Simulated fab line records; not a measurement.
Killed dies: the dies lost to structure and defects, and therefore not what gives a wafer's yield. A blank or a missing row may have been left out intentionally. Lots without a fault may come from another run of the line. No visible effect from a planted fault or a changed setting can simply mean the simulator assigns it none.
Matching of chambers | flow nandHarc | rieDiel-09 running NHARC_A_CHANNEL_HOLE_D1_DESCUM_15: 4 sister chambers
The step chemistry O2, time 3 s. 4 wafers are shown with their chamber, then 7 later ones without.

== WAFERS WITH THEIR CHAMBER ==
wafer  | chamber | showerheadPlenumPTorr (Torr)
L830.1 | 3       | 1.77
L836.1 | 2       | 2.02
L839.4 | 1       | 1.81
L839.5 | 0       | 1.93

== WAFERS MISSING THEIR CHAMBER ==
wafer  | showerheadPlenumPTorr (Torr)
L839.6 | 1.81
L840.1 | 1.93
L840.2 | 1.80
L840.4 | 1.77
L842.1 | 1.77
L842.3 | 1.80
L842.5 | 1.93

== THE CHAMBER EACH PASSED THROUGH ==
wafer  | from the rows above | in truth
L839.6 | 1                   | 1
L840.1 | 0                   | 0
L840.2 | 1                   | 1
L840.4 | 3                   | 3
L842.1 | 3                   | 3
L842.3 | 1                   | 1
L842.5 | 0                   | 0
Correct placement for 7 of the 7. From these rows, 0 cannot be placed. Placed wrongly: 0.
How it was worked out, from the rows above alone: a wafer's distance from a chamber is the root of the sum, over the readings, of the square of ((its reading less the chamber's mean) divided by the reading's scatter). If the next closest chamber is less than 2 further off than the closest, the wafer can't be placed; otherwise it belongs to the closest. For every chamber, the mean is computed from those of its wafers that are shown. The scatter (one wafer shown for each chamber): square how far every hidden wafer sits from the nearest shown wafer, average those squares and take the square root.
